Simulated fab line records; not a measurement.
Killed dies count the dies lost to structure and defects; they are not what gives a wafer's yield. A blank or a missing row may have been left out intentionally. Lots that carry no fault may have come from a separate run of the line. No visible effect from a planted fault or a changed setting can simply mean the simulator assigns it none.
Which tool was responsible? | flow nand-harc | route of 1302 steps, sampled at 1 step: 12 lots, 36 wafers

== WHAT THE GAUGES SHOWED, per wafer ==
NHARC_P_STI_INSPECT_25.
lot  | measured     | on                | raw-defect-count
L075 | day 4 11:21  | defect-inspect-01 | 192 129 127
L077 | day 5 08:47  | defect-inspect-02 | 217 457 192
L079 | day 5 23:54  | defect-inspect-01 | 201 242 205
L081 | day 6 19:04  | defect-inspect-01 | 195 259 203
L083 | day 7 19:21  | defect-inspect-02 | 286 296 221
L085 | day 8 17:14  | defect-inspect-01 | 127 248 255
L087 | day 9 08:37  | defect-inspect-01 | 198 259 311
L089 | day 10 08:40 | defect-inspect-02 | 170 332 211
L091 | day 11 03:49 | defect-inspect-01 | 167 179 124
L093 | day 12 04:54 | defect-inspect-01 | 217 425 178
L095 | day 12 20:49 | defect-inspect-01 | 153 207 98
L097 | day 13 14:41 | defect-inspect-02 | 128 183 180

== EACH LOT AND THE TOOL THAT RAN IT (in order: tool; ch and the chambers of the sampled wafers; start) ==
The record holds no process step before these readings.

== THE ANSWER, worked out from the rows above alone ==
Rule: the lots themselves supply what counts as usual. The widest of any qualifying gaps counts: lots, ordered by their means at a reading, are off when they make up no more than a third of the lots, leave a main group of 4 or more, and stand apart from it by 3 or more times the standard deviation of that group's means. Not used: any main group whose means are identical at the precision the tables above print for the reading. A lot without any number at a reading at which 4 lots or more have one is off too. Any other lot the step has rows for is counted as sound.
None of the lots is off at any reading shown; this tells nothing.

== WHAT WAS PUT IN BY THE SIMULATOR ==
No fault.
